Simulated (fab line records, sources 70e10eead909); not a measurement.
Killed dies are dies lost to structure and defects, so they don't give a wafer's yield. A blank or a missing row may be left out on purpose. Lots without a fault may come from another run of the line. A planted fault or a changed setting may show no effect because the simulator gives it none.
fab line records | flow nand_harc
record lots=12 wafers=36 last_day=33
route steps=1302 shown A_CHANNEL_FILL_D2@619 A_STAIRCASE@652
lots that met no fault: from a run of the same line without faults
start_h: hours from the record's first day to the start of the lot's first wafer shown | wait_h: hours since the lot's step before | " the same as in the row above | L1.1+2: a row that stands for several wafers | - no value, or no start given | * or withheld: withheld | < > ~ a bound
route shown NAME@n: a module of which the file shows steps, and the number in the route of the first | usual: mean/standard deviation of fault-free wafers | same: alike in all rows | chamber/n: place in a boat | sites: the reading at each site | _std_site: their standard deviation | _edge_site: outer sites' mean less inner sites' | radius_mm: how far each site lies from the wafer's centre | mask NAME#n: copy n | behind: the tool/chamber that last shaped the wafer | hold: why the lot was held/for how many hours/how that ended | device: the transistor (n, p or np) that didn't switch | end of line: the same wafers' tests at the end of the route | a step without rows: its recipe alone | killed: dies lost to structure and defects at the first sort, not the wafer's yield | map: a wafer's dies, x killed, . not, _ none there
set.NAME: the setting as run; set.NAME@STEP: as run at that earlier step | model.NAME: the simulator's own value behind a step, which no gauge read
steps of the route over a sample of lots; a table a step, a row a wafer
services: from which hour (start_h, from the record's first day; less than 0 if before it) a tool's chamber was out of use, for how many hours, and why
## steps
# step NHARC_A_CHANNEL_FILL_D2_ETCHBACK_19
# recipe target_depth_a=50 time_s=1.7 hbr_flow_sccm=150 cl2_flow_sccm=50 rf_w=400 icp_w=400 bias_w=100 chemistry=HBr/Cl2
# usual drypump_motor_current_A=6.0/0.48 oes_product_au=0.999/0.0073 throttle_valve_pct=26.406/0.0083
# same time_s=1.7
# columns lot.wafer tool chamber start_h wait_h drypump_motor_current_A oes_product_au rf_hours_counter_h throttle_valve_pct
L677.4 rie_si-04 2 323.21 0.4 6.6 1.000 0.94 26.406
L677.2 " 1 " " 6.5 1.001 0.85 26.393
L677.5 " 3 " " 6.4 1.004 - 26.394
L679.3 rie_si-02 0 346.12 0.4 5.6 0.993 0.36 26.395
L679.1 " 1 " " 6.0 0.998 0.36 26.420
L679.2 " 2 " " 5.1 0.997 0.38 26.392
L680.2 rie_si-02 0 362.91 0.4 5.6 1.006 0.40 26.414
L680.1 " 2 " " 5.1 0.990 0.43 26.408
L680.5 " 1 " " 6.0 1.000 - 26.414
L686.3 rie_si-02 3 404.40 0.4 5.6 0.993 0.59 26.416
L686.2 " 0 " " 5.6 0.995 0.68 26.411
L686.4 " 2 " " 5.1 0.985 0.75 26.403
L684.3 rie_si-04 1 404.42 0.4 6.5 1.003 0.33 26.405
L684.5 " 3 " " 6.4 0.991 - 26.404
L684.6 " 0 " " 5.6 0.998 - 26.396
L685.3 rie_si-04 0 409.15 0.4 5.6 1.003 0.37 26.410
L685.4 " 3 " " 6.4 1.010 0.36 26.409
L685.6 " 1 " " 6.5 0.994 - 26.412
L687.1 rie_si-04 2 434.36 0.4 6.6 1.006 0.46 26.404
L687.6 " 3 " " 6.4 1.006 - 26.409
L687.5 " 0 " " 5.6 1.002 - 26.392
L689.4 rie_si-04 3 438.70 0.4 6.3 1.005 0.53 26.407
L689.3 " 0 " " 5.6 1.009 0.53 26.391
L689.6 " 3 " " 6.3 1.005 - 26.400
L688.1 rie_si-02 1 438.71 0.4 6.0 0.997 0.96 26.409
L688.4 " 2 " " 5.1 0.996 1.01 26.410
L688.6 " 3 " " 5.6 0.990 - 26.406
L698.4 rie_si-05 0 530.71 0.4 6.6 1.001 0.23 26.411
L698.5 " 2 " " 6.4 1.008 - 26.393
L698.6 " 3 " " 5.7 0.996 - 26.425
L699.2 rie_si-02 1 546.46 0.4 6.1 0.989 0.49 26.404
L699.1 " 2 " " 5.1 1.006 0.50 26.406
L699.4 " 3 " " 5.6 0.991 0.28 26.407
L700.3 rie_si-05 0 546.46 0.4 6.6 1.001 0.33 26.397
L700.1 " 2 " " 6.5 1.004 0.38 26.405
L700.5 " 2 " " 6.4 0.995 - 26.417
# step NHARC_A_CHANNEL_FILL_D2_ETCHBACK_08
# recipe target_depth_a=2200 time_s=110 c4f8_flow_sccm=20 ar_flow_sccm=withheld rf_w=600 bias_w=300 chemistry=C4F8
# usual oes_product_au=0.97/0.034 rf_vpp_V=441.0/2.7
# same time_s=110
# columns lot.wafer tool chamber start_h wait_h oes_product_au rf_hours_counter_h rf_vpp_V
L677.4 rie_diel-05 2 - - 0.98 2 438.1
L677.2 " 3 " " 0.98 3 441.0
L677.5 " 2 " " 0.99 - 436.0
L679.3 rie_diel-05 1 - - 0.93 3 444.7
L679.2 " 2 " " 0.93 3 437.3
L679.1 " 3 " " 0.93 3 441.8
L680.2 rie_diel-11 3 - - 1.00 19 436.7
L680.1 " 1 " " 1.00 20 441.7
L680.5 " 3 " " 1.00 - 436.5
L686.3 rie_diel-07 0 - - 0.99 4 441.4
L686.2 " 1 " " 0.99 4 445.6
L686.4 " 3 " " 0.99 4 439.6
L684.3 rie_diel-05 0 - - 1.00 1 439.8
L684.5 " 3 " " 1.01 - 441.6
L684.6 " 0 " " 0.99 - 439.1
L685.3 rie_diel-05 2 - - 1.00 0 436.6
L685.4 " 0 " " 1.00 1 440.2
L685.6 " 1 " " 0.99 - 445.0
L687.1 rie_diel-05 1 - - 0.92 1 444.2
L687.6 " 1 " " 0.92 - 445.5
L687.5 " 2 " " 0.92 - 436.3
L689.4 rie_diel-05 1 - - 1.00 1 445.3
L689.3 " 2 " " 1.01 2 437.2
L689.6 " 0 " " 1.00 - 438.7
L688.1 rie_diel-07 1 - - 0.95 5 444.9
L688.6 " 1 " " 0.95 - 444.2
L688.4 " 2 " " 0.95 - 442.2
L698.4 rie_diel-07 2 - - 1.00 2 442.1
L698.6 " 1 " " 0.99 - 445.5
L698.5 " 2 " " 1.00 - 442.0
L700.3 rie_diel-07 3 - - 0.96 2 437.6
L700.1 " 2 " " 0.99 2 441.6
L700.5 " 3 " " 0.97 - 438.4
L699.4 rie_diel-05 3 - - 0.92 4 441.3
L699.1 " 1 " " 0.93 4 444.5
L699.2 " 2 " " 0.92 5 436.5
# step NHARC_A_CHANNEL_FILL_D2_CMP_10
# recipe target_thk_nm=150
# usual motor_current_A=12.7/0.7 slurry_flow_ml_min=149.9/0.48 time_to_endpoint_s=15.2/2.3
# columns lot.wafer tool chamber start_h wait_h motor_current_A slurry_flow_ml_min time_to_endpoint_s
L677.2 cmp-02 3 346.56 0.4 13.5 149.9 17.8
L677.4 " 0 " " 11.9 150.6 19.3
L677.5 " 1 " " 12.7 149.4 16.2
L679.1 cmp-01 0 369.05 0.4 11.9 149.6 18.7
L679.2 " 2 " " 12.9 149.6 14.5
L679.3 " 3 " " 12.1 150.3 16.4
L680.2 cmp-01 3 387.04 0.4 11.6 149.6 14.7
L680.1 " 1 " " 12.2 149.7 10.8
L680.5 " 2 " " 12.3 150.4 14.7
L684.3 cmp-03 1 429.34 0.4 12.6 150.5 16.0
L684.5 " 3 " " 12.1 149.3 19.3
L684.6 " 0 " " 13.5 149.6 15.7
L686.4 cmp-03 2 429.44 0.5 12.7 149.8 17.0
L686.2 " 0 " " 13.6 150.0 18.7
L686.3 " 1 " " 12.2 149.9 17.6
L685.3 cmp-01 2 432.64 0.4 13.2 150.1 12.5
L685.4 " 0 " " 12.6 150.6 13.5
L685.6 " 1 " " 12.6 150.2 11.7
L687.1 cmp-01 3 458.08 0.4 11.9 149.4 12.1
L687.6 " 3 " " 12.4 149.1 13.6
L687.5 " 0 " " 12.9 149.9 12.8
L689.3 cmp-01 0 461.58 0.4 13.4 149.7 14.3
L689.4 " 3 " " 12.3 149.9 12.8
L689.6 " 1 " " 11.8 149.6 12.0
L688.1 cmp-02 2 461.61 0.4 13.6 149.7 13.3
L688.4 " 1 " " 13.1 149.5 13.5
L688.6 " 2 " " 13.8 150.2 12.3
L698.4 cmp-01 0 555.50 1.6 12.7 149.2 18.3
L698.6 " 1 " " 12.6 149.2 16.6
L698.5 " 2 " " 12.8 149.9 16.8
L699.2 cmp-03 3 569.45 0.4 12.1 150.2 16.2
L699.1 " 0 " " 12.7 150.9 16.8
L699.4 " 1 " " 12.5 150.6 15.8
L700.1 cmp-01 3 569.48 0.4 12.3 150.5 16.6
L700.3 " 0 " " 12.8 150.0 15.9
L700.5 " 1 " " 12.1 150.0 13.4
# step NHARC_A_STAIRCASE_ETCH_170
# recipe target_depth_a=2000 time_s=66.667 ion_energy_ev=250 c4f6_flow_sccm=25 o2_flow_sccm=20 ar_flow_sccm=500 rf_w=600 bias_w=500 chemistry=C4F6/O2
# usual drypump_motor_current_A=6.0/0.35 mfc_ar_sccm=500.0/1.6 oes_product_au=0.974/0.014 rf_vpp_V=547/3.4 run_length_s=87.9/0.38 showerhead_plenum_p_Torr=3.92/0.16 throttle_valve_pct=26.902/0.0081
# columns lot.wafer tool chamber start_h wait_h drypump_motor_current_A mfc_ar_sccm oes_product_au rf_hours_counter_h rf_vpp_V run_length_s showerhead_plenum_p_Torr throttle_valve_pct
L677.4 rie_diel-03 1 348.55 - 5.6 501.7 0.964 21 549 87.8 4.07 26.901
L677.2 " 3 " " 6.2 500.7 0.981 17 551 87.9 4.18 26.907
L677.5 " 1 " " 5.6 502.8 0.971 - 549 87.8 4.07 26.903
L679.1 rie_diel-03 0 370.93 - 5.7 501.4 0.977 21 548 87.4 3.84 26.909
L679.3 " 1 " " 5.6 499.7 0.980 28 549 87.6 4.06 26.916
L679.2 " 2 " " 6.4 500.7 0.983 27 543 88.2 3.78 26.899
L680.2 rie_diel-08 0 388.90 - 6.4 502.1 0.966 1 545 88.3 3.85 26.912
L680.1 " 1 " " 5.7 498.0 0.986 1 546 87.1 3.83 26.895
L680.5 " 1 " " 5.7 499.5 0.991 - 545 87.4 3.83 26.922
L684.3 rie_diel-02 1 431.06 - 5.5 498.6 0.953 8 552 87.8 4.16 26.906
L684.5 " 3 " " 5.8 500.2 0.974 - 541 87.8 3.68 26.885
L684.6 " 0 " " 6.0 502.6 0.966 - 544 87.9 3.83 26.901
L686.2 rie_diel-02 1 431.30 - 5.5 498.0 0.962 8 552 87.7 4.16 26.888
L686.3 " 3 " " 5.8 500.1 0.968 12 543 88.5 3.68 26.886
L686.4 " 0 " " 5.9 497.5 0.972 10 545 87.9 3.83 26.898
L685.4 rie_diel-02 3 435.03 - 5.9 499.3 0.991 13 544 88.1 3.68 26.907
L685.3 " 1 " " 5.5 498.0 0.979 9 551 87.7 4.16 26.908
L685.6 " 3 " " 5.9 497.8 0.991 - 542 88.0 3.68 26.897
L687.1 rie_diel-02 3 460.38 0.2 5.9 497.9 0.967 19 542 87.8 3.67 26.891
L687.6 " 0 " " 6.0 500.0 0.977 - 545 87.6 3.83 26.903
L687.5 " 3 " " 5.9 495.6 0.973 - 541 88.0 3.67 26.905
L689.3 rie_diel-02 0 463.83 - 6.0 500.1 0.981 19 544 87.7 3.83 26.893
L689.6 " 1 " " 5.5 500.4 0.976 - 552 88.1 4.15 26.896
L689.4 " 0 " " 5.9 499.8 0.983 - 545 130.5 3.83 26.904
L688.1 rie_diel-02 0 463.92 - 6.0 502.7 0.980 19 545 87.6 3.83 26.904
L688.6 " 1 " " 5.5 498.6 0.981 - 553 87.8 4.15 26.900
L688.4 " 3 " " 5.8 501.7 0.964 - 541 130.2 3.67 26.903
L698.4 rie_diel-02 0 557.53 - 6.0 498.6 0.973 50 545 88.4 3.81 26.903
L698.6 " 1 " " 5.5 498.2 0.982 - 551 87.8 4.13 26.908
L698.5 " 2 " " 6.6 500.8 0.979 - 548 87.8 4.02 26.910
L700.1 rie_diel-08 0 571.48 - 6.4 498.9 0.970 4 544 88.7 3.81 26.905
L700.3 " 1 " " 5.7 501.6 0.969 5 543 87.4 3.80 26.907
L700.5 " 3 " " 6.1 500.0 0.977 - 549 88.0 4.12 26.902
L699.1 rie_diel-03 3 571.49 - 6.2 500.9 0.975 38 550 87.8 4.13 26.899
L699.4 " 0 " " 5.7 498.4 0.983 45 545 87.5 3.79 26.902
L699.2 " 1 " " 5.6 501.6 0.984 36 548 87.8 4.02 26.912
## services
# columns tool chamber start_h hours kind
rie_diel-02 0 304.79 9.6 repair
rie_diel-02 2 306.82 7.8 repair
rie_diel-05 2 334.76 1.2 repair
rie_diel-02 3 337.15 5.8 repair
rie_diel-02 3 353.28 2.9 repair
rie_diel-05 3 355.09 2.7 repair
rie_diel-02 1 371.08 4.7 repair
cmp-01 - 381.57 4.0 pm
rie_diel-02 - 393.70 9.0 pm
cmp-01 - 396.30 0.4 repair
rie_diel-05 - 406.60 9.0 pm
cmp-01 - 426.72 5.4 repair
rie_diel-02 1 440.14 22.0 repair
rie_diel-05 1 442.91 7.3 repair
rie_diel-02 2 446.95 33.0 repair
cmp-01 - 458.77 2.3 repair
rie_diel-05 - 474.99 1.2 repair
rie_diel-02 3 477.35 3.9 repair
rie_diel-05 1 478.64 6.2 repair
cmp-01 - 479.57 4.0 pm
rie_diel-05 3 498.95 3.1 repair
cmp-01 - 528.89 2.1 repair
cmp-01 - 553.45 1.9 repair
rie_diel-02 - 570.70 9.0 pm
## key
first_sign step=NHARC_A_STAIRCASE_ETCH_170 reading=run_length_s direction=up sigmas=99+ usual=* struck=*
effect none on later readings
met_at NHARC_A_STAIRCASE_ETCH_170
struck_lots L688,L689
struck_wafers L688.4,L689.4
tester_left_out L688,L689
not_acting_at NHARC_A_CHANNEL_FILL_D2_ETCHBACK_19,NHARC_A_CHANNEL_FILL_D2_ETCHBACK_08,NHARC_A_CHANNEL_FILL_D2_CMP_10
onset_between 460.38 463.83
fault kind=process_parameter_drift tool=rie_diel-02 chamber=- onset_h=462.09 steps=NHARC_A_STAIRCASE_ETCH_170 channel=time_s offset=* shape=step end_h=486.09 scope=struck_wafers_only acts_in=* stated=*
# tester_left_out: of these lots the tester's yield and bins aren't shown, on N5 and GAA mostly nor the transistor test; their killed dies are dies lost to structure and defects alone, not to doping, threshold or leakage, so they don't give the yield
